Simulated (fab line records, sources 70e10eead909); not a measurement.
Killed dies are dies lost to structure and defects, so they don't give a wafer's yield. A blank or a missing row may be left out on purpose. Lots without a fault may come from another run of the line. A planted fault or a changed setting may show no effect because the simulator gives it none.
Which tool did it? | flow nand_harc | 13 lots, 37 wafers sampled, at 2 steps of a route of 1159

WHAT THE GAUGES READ, wafer by wafer
NHARC_A_CONTACT_CD_MEAS_15. Usual: cd_nm 89.8 nm, standard deviation 0.61.
lot  | measured     | on        | cd_nm (nm)     | flag
L671 | day 17 04:25 | cd_sem-02 | 90.2 90.3 90.6 |
L670 | day 17 05:37 | cd_sem-02 | 91.1 89.6 90.2 |
L673 | day 17 10:27 | cd_sem-03 | 89.0 89.0 90.0 |
L672 | day 17 14:01 | cd_sem-02 | 90.2 90.2 89.5 |
L675 | day 17 15:47 | cd_sem-03 | 90.5 89.5 90.0 |
L674 | day 18 11:09 | cd_sem-03 | 90.1 89.3 90.1 |
L677 | day 18 23:01 | cd_sem-03 | 89.5 90.0 89.2 |
L676 | day 19 05:46 | cd_sem-01 | 89.3 90.3 89.4 |
L680 | day 19 10:31 | cd_sem-01 | 88.8 89.3 90.4 |
L678 | day 19 12:23 | cd_sem-03 | 89.9 90.7 89.3 |
L683 | day 20 20:37 | cd_sem-03 | 89.6 90.1 89.7 |
L688 | day 21 22:49 | cd_sem-03 | 90.4 89.9      |
L692 | day 22 21:01 | cd_sem-02 | 90.5 90.4      |

WHICH TOOL RAN EACH LOT (tool, then ch and the chambers of the sampled wafers, then the start)
lot  | NHARC_A_CONTACT_ETCH_136
L671 | har_cap_etch-02 ch 0,1, day 17 03:26
L670 | har_cap_etch-03 ch 0,1, day 17 04:38
L673 | har_cap_etch-03 ch 0,1, day 17 09:14
L672 | har_cap_etch-02 ch 0,1, day 17 12:37
L675 | har_cap_etch-01 ch 0,1, day 17 14:49
L674 | har_cap_etch-03 ch 0,1, day 18 10:11
L677 | har_cap_etch-03 ch 0,1, day 18 22:04
L676 | har_cap_etch-03 ch 0,1, day 19 04:46
L680 | har_cap_etch-03 ch 0,1, day 19 09:22
L678 | har_cap_etch-02 ch 0,1, day 19 10:58
L683 | har_cap_etch-03 ch 0,1, day 20 19:16
L688 | har_cap_etch-01 ch 0,1, day 21 21:50
L692 | har_cap_etch-02 ch 1, day 22 19:40
- NHARC_A_CONTACT_ETCH_136: etches the open film in C4F8/O2/Ar, time 132 s, target depth 1287 nm.

WHAT THE TOOLS THEMSELVES READ (means of the sampled wafers that have a number; where no wafer has one, the mark that the record gives instead)
The record holds no such reading with a usual standard deviation.

THE ANSWER, worked out from the rows above alone
Rule: a lot is off if the mean of its wafers that have a number lies more than 3 standard deviations from the usual mean. A lot without any number at a reading at which 4 lots or more have one is off too. The other lots that the step has rows for count as sound. The gauges are gone through in route order, then the tools' own readings, and for those a lot's mean is taken as printed above. The first step at which some lot is off is used, and at that step the reading that is off furthest; a lot without a number counts as furthest.
No lot is off at any reading shown: from this, nothing can be told.

WHAT THE SIMULATOR HAD PUT IN
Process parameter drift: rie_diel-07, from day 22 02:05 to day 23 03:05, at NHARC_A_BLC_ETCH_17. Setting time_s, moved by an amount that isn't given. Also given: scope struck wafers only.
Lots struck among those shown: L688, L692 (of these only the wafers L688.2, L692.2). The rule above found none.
